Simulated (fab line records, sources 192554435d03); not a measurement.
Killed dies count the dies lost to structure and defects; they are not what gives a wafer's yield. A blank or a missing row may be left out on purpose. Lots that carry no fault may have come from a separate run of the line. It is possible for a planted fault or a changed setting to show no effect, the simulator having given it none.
Which of the tools did it? + flow n5 finfet + 9 lots, 27 wafers sampled, at 5 steps of a route of 1938

WHAT THE GAUGES SHOWED, per wafer
N5_BEOL_M4_RC_MEAS_101. Usual: DIBL_N 36.2 mV/V, standard deviation 1.6; DIBL_P 36.1 mV/V, standard deviation 2; IOFF_N 0.16 nA/um, standard deviation 0.032; IOFF_P 0.22 nA/um, standard deviation 0.036; ION_N 672 uA/um, standard deviation 11; ION_P 463 uA/um, standard deviation 7.5; SS_N 71.4 mV/dec, standard deviation 0.58; SS_P 73.2 mV/dec, standard deviation 0.67; VT_N 250 mV, standard deviation 3.3; VT_P -250 mV, standard deviation 3.3.
| lot  | measured     | on        | DIBL_N (mV/V)  | DIBL_P (mV/V)  | IOFF_N (nA/um) | IOFF_P (nA/um) | ION_N (uA/um) | ION_P (uA/um) | SS_N (mV/dec)  | SS_P (mV/dec)  | VT_N (mV)   | VT_P (mV)      | flag |
|------|--------------|-----------|----------------|----------------|----------------|----------------|---------------|---------------|----------------|----------------|-------------|----------------|------|
| L319 | day 8 13:38  | prober-02 | 36.3 37.3 37.1 | 35.6 37.0 36.1 | 0.16 0.18 0.16 | 0.23 0.25 0.22 | 683 680 680   | 474 465 472   | 71.8 71.7 71.6 | 73.3 73.5 73.8 | 247 247 248 | -250 -246 -250 |      |
| L320 | day 9 05:44  | prober-01 | 38.3 35.9 36.2 | 35.2 32.5 33.4 | 0.17 0.13 0.13 | 0.21 0.18 0.19 | 679 662 671   | 465 458 460   | 71.6 71.3 71.5 | 73.2 71.8 72.3 | 248 248 251 | -249 -251 -250 |      |
| L322 | day 10 01:50 | prober-02 | 36.2 35.3 37.4 | 36.8 34.3 39.0 | 0.15 0.12 0.18 | 0.20 0.17 0.23 | 654 665 671   | 455 461 458   | 72.1 71.8 71.7 | 73.0 72.3 74.2 | 252 255 248 | -251 -253 -250 |      |
| L324 | day 10 04:14 | prober-01 | 37.7 35.6 35.2 | 38.2 36.0 35.4 | 0.22 0.17 0.16 | 0.30 0.24 0.24 | 675 685 667   | 464 471 466   | 71.6 71.0 70.4 | 74.1 73.0 73.9 | 245 245 250 | -245 -248 -245 |      |
| L333 | day 12 09:08 | prober-02 | 34.6 35.1 36.8 | 34.6 35.6 38.2 | 0.12 0.13 0.15 | 0.18 0.19 0.23 | 661 667 679   | 458 461 470   | 71.6 71.1 72.1 | 72.5 72.6 73.9 | 254 254 251 | -253 -250 -250 |      |
| L336 | day 13 17:14 | prober-02 | 40.5 37.7 38.4 | 38.1 34.3 34.9 | 0.21 0.15 0.16 | 0.27 0.20 0.21 | 666 660 654   | 462 462 457   | 71.8 71.4 71.8 | 73.7 72.6 72.9 | 246 250 251 | -247 -250 -249 |      |
| L337 | day 13 06:59 | prober-02 | 33.0 38.4 35.4 | 30.8 38.8 34.2 | 0.11 0.20 0.13 | 0.15 0.27 0.19 | 649 676 670   | 449 463 463   | 71.1 71.9 71.2 | 72.6 74.0 72.6 | 257 248 251 | -254 -244 -249 |      |
| L338 | day 14 11:01 | prober-02 | 33.9 35.4 34.7 | 34.4 37.0 36.1 | 0.12 0.14 0.13 | 0.17 0.20 0.19 | 661 679 669   | 464 466 466   | 70.6 70.3 70.5 | 71.7 72.9 72.2 | 254 253 254 | -253 -249 -252 |      |
| L339 | day 15 03:51 | prober-02 | 38.7 36.5 34.7 | 39.5 37.2 35.7 | 0.20 0.16 0.13 | 0.25 0.22 0.20 | 694 679 661   | 469 470 465   | 72.4 72.2 71.4 | 73.6 73.4 72.2 | 244 250 252 | -246 -247 -252 |      |

WHAT TOOL EACH LOT RAN ON (gives the tool, then ch and the chambers of the sampled wafers, and finally the start)
| lot  | N5_DUMMY_GATE_ETCH_31             | N5_DUMMY_GATE_ETCH_42             | N5_DUMMY_GATE_STRIP_48            | N5_SPACER0_ALD_00                |
|------|-----------------------------------|-----------------------------------|-----------------------------------|----------------------------------|
| L319 | rie diel-05 ch 0,1, day 3 16:35   | rie diel-05 ch 0,1,2, day 3 17:04 | rie diel-05 ch 0,1,2, day 3 17:07 | ald sin-02 ch 0,1, day 3 17:46   |
| L320 | rie diel-03 ch 2,3, day 3 22:22   | rie diel-03 ch 0,1,2, day 3 22:52 | rie diel-03 ch 0,1,2, day 3 22:55 | ald sin-02 ch 0,1,2, day 3 23:17 |
| L322 | rie diel-05 ch 0,2, day 4 13:46   | rie diel-05 ch 0,2,3, day 4 14:16 | rie diel-05 ch 0,2,3, day 4 14:19 | ald sin-02 ch 1,2,3, day 4 15:27 |
| L324 | rie diel-05 ch 1,2, day 4 23:36   | rie diel-03 ch 1,2,3, day 5 00:05 | rie diel-03 ch 1,2,3, day 5 00:08 | ald sin-02 ch 0,2,3, day 5 00:34 |
| L333 | rie diel-04 ch 1,3, day 7 08:20   | rie diel-05 ch 1,3, day 7 08:50   | rie diel-05 ch 1,3, day 7 08:53   | ald sin-02 ch 1,2,3, day 7 09:16 |
| L336 | rie diel-03 ch 0,1,3, day 8 01:37 | rie diel-03 ch 0,1,2, day 8 02:06 | rie diel-03 ch 0,1,2, day 8 02:09 | ald sin-02 ch 0,2,3, day 8 02:48 |
| L337 | rie diel-05 ch 1,2,3, day 8 08:09 | rie diel-04 ch 1,2,3, day 8 08:47 | rie diel-04 ch 1,2,3, day 8 08:50 | ald sin-03 ch 0,2,3, day 8 09:13 |
| L338 | rie diel-05 ch 0,3, day 8 12:14   | rie diel-05 ch 0,1,2, day 8 12:50 | rie diel-05 ch 0,1,2, day 8 12:53 | ald sin-03 ch 0,1,2, day 8 14:26 |
| L339 | rie diel-03 ch 0,1,2, day 8 17:02 | rie diel-05 ch 0,1, day 8 17:32   | rie diel-05 ch 0,1, day 8 17:35   | ald sin-03 ch 2,3, day 8 20:00   |
- N5_DUMMY_GATE_ETCH_31: etches SiO2 in C4F6/O2, target depth 82.5 nm, time 27.5 s.
- N5_DUMMY_GATE_ETCH_42: etches SiO2 in CHF3/O2, target depth 3.5 nm, time 31 s.
- N5_DUMMY_GATE_STRIP_48: strips in N2/H2, time 20 s.
- N5_SPACER0_ALD_00: deposits SiOCN, target thk 3.5 nm, pulse time 3 s, purge time 2 s.

WHAT THE TOOLS THEMSELVES READ (means of the sampled wafers that have a number; where no wafer has one, the mark that the record gives instead)
N5_DUMMY_GATE_ETCH_31. Usual: chamber pressure mTorr 30.000 mTorr, standard deviation 0.025; drypump motor current A 5.5 A, standard deviation 0.36; oes product au 0.76 a.u., standard deviation 0.061; rf vpp V 668 V, standard deviation 13; showerhead plenum p Torr 2.87 Torr, standard deviation 0.067; throttle valve pct 21.19 %, standard deviation 0.14.
| lot  | tool        | chamber pressure mTorr (mTorr) | drypump motor current A (A) | oes product au (a.u.) | rf vpp V (V) | showerhead plenum p Torr (Torr) | throttle valve pct (%) | flag |
|------|-------------|--------------------------------|-----------------------------|-----------------------|--------------|---------------------------------|------------------------|------|
| L319 | rie diel-05 | 30.004                         | 5.7                         | 0.75                  | 668          | 2.91                            | 21.17                  |      |
| L320 | rie diel-03 | 29.987                         | 5.3                         | 0.72                  | 677          | 2.95                            | 21.21                  |      |
| L322 | rie diel-05 | 30.017                         | 5.5                         | 0.75                  | 657          | 2.88                            | 21.09                  |      |
| L324 | rie diel-05 | 30.009                         | 5.4                         | 0.74                  | 651          | 2.84                            | 21.07                  |      |
| L333 | rie diel-04 | 29.995                         | 5.4                         | 0.75                  | 647          | 2.85                            | 21.41                  |      |
| L336 | rie diel-03 | 29.994                         | 5.4                         | 0.80                  | 677          | 2.86                            | 21.30                  |      |
| L337 | rie diel-05 | 29.968                         | 5.6                         | 0.72                  | 660          | 2.82                            | 21.14                  |      |
| L338 | rie diel-05 | 29.980                         | 5.8                         | 0.74                  | 677          | 2.86                            | 21.20                  |      |
| L339 | rie diel-03 | 29.997                         | 5.2                         | 0.76                  | 671          | 2.85                            | 21.15                  |      |

N5_DUMMY_GATE_ETCH_42. Usual: chamber pressure mTorr 29.995 mTorr, standard deviation 0.025; drypump motor current A 5.6 A, standard deviation 0.44; oes product au 0.75 a.u., standard deviation 0.059; rf vpp V 42.4 V, standard deviation 1.2; showerhead plenum p Torr 2.41 Torr, standard deviation 0.056; throttle valve pct 18.84 %, standard deviation 0.13.
| lot  | tool        | chamber pressure mTorr (mTorr) | drypump motor current A (A) | oes product au (a.u.) | rf vpp V (V) | showerhead plenum p Torr (Torr) | throttle valve pct (%) | flag |
|------|-------------|--------------------------------|-----------------------------|-----------------------|--------------|---------------------------------|------------------------|------|
| L319 | rie diel-05 | 29.982                         | 5.5                         | 0.75                  | 42.3         | 2.43                            | 18.74                  |      |
| L320 | rie diel-03 | 30.014                         | 5.2                         | 0.79                  | 42.8         | 2.42                            | 18.71                  |      |
| L322 | rie diel-05 | 30.016                         | 5.6                         | 0.76                  | 42.2         | 2.43                            | 18.76                  |      |
| L324 | rie diel-03 | 29.992                         | 5.3                         | 0.75                  | 41.8         | 2.47                            | 18.85                  |      |
| L333 | rie diel-05 | 29.990                         | 5.7                         | 0.72                  | 41.6         | 2.38                            | 18.81                  |      |
| L336 | rie diel-03 | 30.001                         | 5.2                         | 0.96                  | 41.5         | 2.41                            | 18.77                  | OFF  |
| L337 | rie diel-04 | 30.009                         | 5.7                         | 0.72                  | 41.9         | 2.37                            | 18.98                  |      |
| L338 | rie diel-05 | 29.993                         | 5.6                         | 0.72                  | 41.4         | 2.42                            | 18.81                  |      |
| L339 | rie diel-05 | 29.990                         | 5.7                         | 0.72                  | 41.8         | 2.45                            | 18.88                  |      |

N5_DUMMY_GATE_STRIP_48. Usual: chamber pressure mTorr 99.99 mTorr, standard deviation 0.088; drypump motor current A 5.6 A, standard deviation 0.44; n2 flow sccm 300.0 sccm, standard deviation 0.9; oes product au 0.76 a.u., standard deviation 0.06; rf vpp V 45.3 V, standard deviation 0.93; showerhead plenum p Torr 3.38 Torr, standard deviation 0.078; temp c 39.99 C, standard deviation 0.1; throttle valve pct 12.29 %, standard deviation 0.13.
| lot  | tool        | chamber pressure mTorr (mTorr) | drypump motor current A (A) | n2 flow sccm (sccm) | oes product au (a.u.) | rf vpp V (V) | showerhead plenum p Torr (Torr) | temp c (C) | throttle valve pct (%) | flag |
|------|-------------|--------------------------------|-----------------------------|---------------------|-----------------------|--------------|---------------------------------|------------|------------------------|------|
| L319 | rie diel-05 | 99.98                          | 5.6                         | 299.9               | 0.75                  | 45.3         | 3.42                            | 39.83      | 12.22                  |      |
| L320 | rie diel-03 | 100.02                         | 5.2                         | 300.4               | 0.81                  | 44.6         | 3.38                            | 40.08      | 12.10                  |      |
| L322 | rie diel-05 | 99.95                          | 5.6                         | 299.2               | 0.77                  | 45.5         | 3.42                            | 40.06      | 12.26                  |      |
| L324 | rie diel-03 | 100.00                         | 5.3                         | 301.3               | 0.76                  | 45.2         | 3.45                            | 40.01      | 12.25                  |      |
| L333 | rie diel-05 | 99.94                          | 5.7                         | 300.0               | 0.73                  | 45.5         | 3.38                            | 39.95      | 12.42                  |      |
| L336 | rie diel-03 | 99.89                          | 5.2                         | 300.4               | 0.77                  | 45.1         | 3.36                            | 39.96      | 12.17                  |      |
| L337 | rie diel-04 | 100.01                         | 5.7                         | 301.1               | 0.72                  | 44.4         | 3.30                            | 40.01      | 12.40                  |      |
| L338 | rie diel-05 | 100.00                         | 5.6                         | 299.0               | 0.72                  | 45.6         | 3.40                            | 40.03      | 12.31                  |      |
| L339 | rie diel-05 | 99.99                          | 5.7                         | 299.3               | 0.72                  | 44.8         | 3.44                            | 40.02      | 12.36                  |      |

N5_SPACER0_ALD_00. Usual: heater power w 835 W, standard deviation 52; precursor pulse height rel 1.000, standard deviation 0.019.
| lot  | tool       | heater power w (W) | precursor pulse height rel | flag |
|------|------------|--------------------|----------------------------|------|
| L319 | ald sin-02 | 859                | 0.995                      |      |
| L320 | ald sin-02 | 834                | 0.989                      |      |
| L322 | ald sin-02 | 800                | 0.989                      |      |
| L324 | ald sin-02 | 847                | 1.009                      |      |
| L333 | ald sin-02 | 813                | 0.988                      |      |
| L336 | ald sin-02 | 833                | 0.985                      |      |
| L337 | ald sin-03 | 828                | 1.016                      |      |
| L338 | ald sin-03 | 838                | 1.008                      |      |
| L339 | ald sin-03 | 813                | 1.006                      |      |

THE ANSWER, worked out from the rows above alone
Rule: a lot counts as off when the mean over its wafers that have a number is more than 3 standard deviations away from the usual mean. Also off: a lot with no number at a reading for which 4 or more lots have one. The other lots that the step has rows for count as sound. The gauges are gone through in route order, then the tools' own readings, and for those a lot's mean is taken as printed above. The first step at which some lot is off is used, and at that step the reading that is off furthest; a lot without a number counts as furthest.
Off: L336 (N5_DUMMY_GATE_ETCH_42, oes product au).
A tool fits if, at that step or a process step before it, it ran every lot that is off, and no sound lot after the first of them. One fits: rie diel-03 at N5_DUMMY_GATE_ETCH_42. A fault onset in the window from L324 (day 5 00:05, its last sound lot) to L336 (day 8 02:06, its first lot off) fits.
On the lots that are off, the tool's own readings at N5_DUMMY_GATE_ETCH_42 differ by more than 5 times the standard deviation of the sound lots' means, which bears it out; oes product au reads 0.96 a.u. there versus 0.74 a.u. on the sound lots.

WHAT THE SIMULATOR HAD INSERTED
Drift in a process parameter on rie diel-03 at N5_DUMMY_GATE_ETCH_42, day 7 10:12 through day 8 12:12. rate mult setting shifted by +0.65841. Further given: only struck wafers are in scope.
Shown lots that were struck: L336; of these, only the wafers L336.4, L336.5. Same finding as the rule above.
